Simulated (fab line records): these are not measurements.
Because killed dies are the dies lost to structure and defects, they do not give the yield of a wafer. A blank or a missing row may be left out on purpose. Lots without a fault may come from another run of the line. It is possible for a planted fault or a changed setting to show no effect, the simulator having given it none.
Chamber matching	flow nand harc	NHARC_P_CONTACT_DEP_30 on pecvd-03: 3 sister chambers
The step deposits SiNx, target thk 30 nm. 3 wafers are shown with their chamber, then 12 later ones without.

== WAFERS PAIRED WITH THEIR CHAMBERS ==
wafer	chamber	heater power w (W)
L086.6	0	572
L086.4	1	700
L086.5	2	656

== WAFERS WHOSE CHAMBER IS MISSING ==
wafer	heater power w (W)
L091.1	754
L091.5	754
L091.6	673
L093.2	623
L093.4	676
L093.6	652
L096.2	711
L096.3	714
L096.5	730
L096.1	677
L096.4	720
L096.6	680

== EACH ONE'S CHAMBER ==
wafer	from the rows above	in truth
L091.1	can't be placed: 1 or 2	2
L091.5	can't be placed: 1 or 2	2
L091.6	can't be placed: 2 or 1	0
L093.2	can't be placed: 2 or 0 or 1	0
L093.4	can't be placed: 2 or 1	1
L093.6	can't be placed: 2 or 1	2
L096.2	can't be placed: 1 or 2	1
L096.3	can't be placed: 1 or 2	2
L096.5	can't be placed: 1 or 2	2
L096.1	can't be placed: 2 or 1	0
L096.4	can't be placed: 1 or 2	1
L096.6	can't be placed: 1 or 2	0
Correct placement for 0 of the 12. Cannot be placed on the basis of these rows: 12; the candidates contain the true chamber in 9. Number placed wrongly: 0.
How it was worked out, from the rows above alone: a wafer's distance from a chamber is the root of the sum, over the readings, of the square of ((its reading less the chamber's mean) divided by the reading's scatter). If the next closest chamber is less than 2 further off than the closest, the wafer can't be placed; otherwise it belongs to the closest. Each chamber's mean is taken over the wafers shown for it. The scatter: root of mean squared gap, hidden wafer to nearest shown wafer, with one shown wafer a chamber.
